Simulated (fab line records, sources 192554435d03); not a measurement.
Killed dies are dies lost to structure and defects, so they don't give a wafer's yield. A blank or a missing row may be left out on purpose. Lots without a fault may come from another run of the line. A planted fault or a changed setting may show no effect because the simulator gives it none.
Chamber matching | flow n5_finfet | N5_BEOL_M7_ALD_77 on ald_metal-04: 4 sister chambers
The step deposits TaN, target thk 2 nm, pulse time 2 s, purge time 3 s. 7 wafers are shown with their chamber, then 9 later ones without.

WAFERS WITH THEIR CHAMBER
wafer  | chamber | heater_power_w (W)
L081.1 | 1       | 445
L083.6 | 2       | 366
L087.4 | 0       | 531
L087.6 | 2       | 370
L090.2 | 3       | 496
L090.4 | 3       | 512
L090.5 | 0       | 517

WAFERS WITHOUT THEIR CHAMBER
wafer  | heater_power_w (W)
L091.1 | 512
L091.3 | 499
L091.4 | 489
L094.1 | 431
L094.2 | 527
L094.6 | 373
L095.1 | 364
L095.4 | 524
L095.6 | 528

WHICH CHAMBER EACH WENT THROUGH
wafer  | from the rows above     | in truth
L091.1 | can't be placed: 3 or 0 | 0
L091.3 | 3                       | 3
L091.4 | 3                       | 3
L094.1 | 1                       | 1
L094.2 | 0                       | 0
L094.6 | 2                       | 2
L095.1 | 2                       | 2
L095.4 | 0                       | 0
L095.6 | 0                       | 0
Placed correctly: 8 of 9. Can't be placed from these rows: 1 (the true chamber is among the candidates in 1). Placed wrongly: 0.
How it was worked out, from the rows above alone: a wafer's distance from a chamber is the root of the sum, over the readings, of the square of ((its reading less the chamber's mean) divided by the reading's scatter). The wafer belongs to the nearest chamber; if the next one is less than 2 further off, it can't be placed. A chamber's mean is the mean of its shown wafers. The scatter: the root of (the sum of the squares of (reading less its chamber's mean) over the shown wafers, divided by (wafers less chambers)).
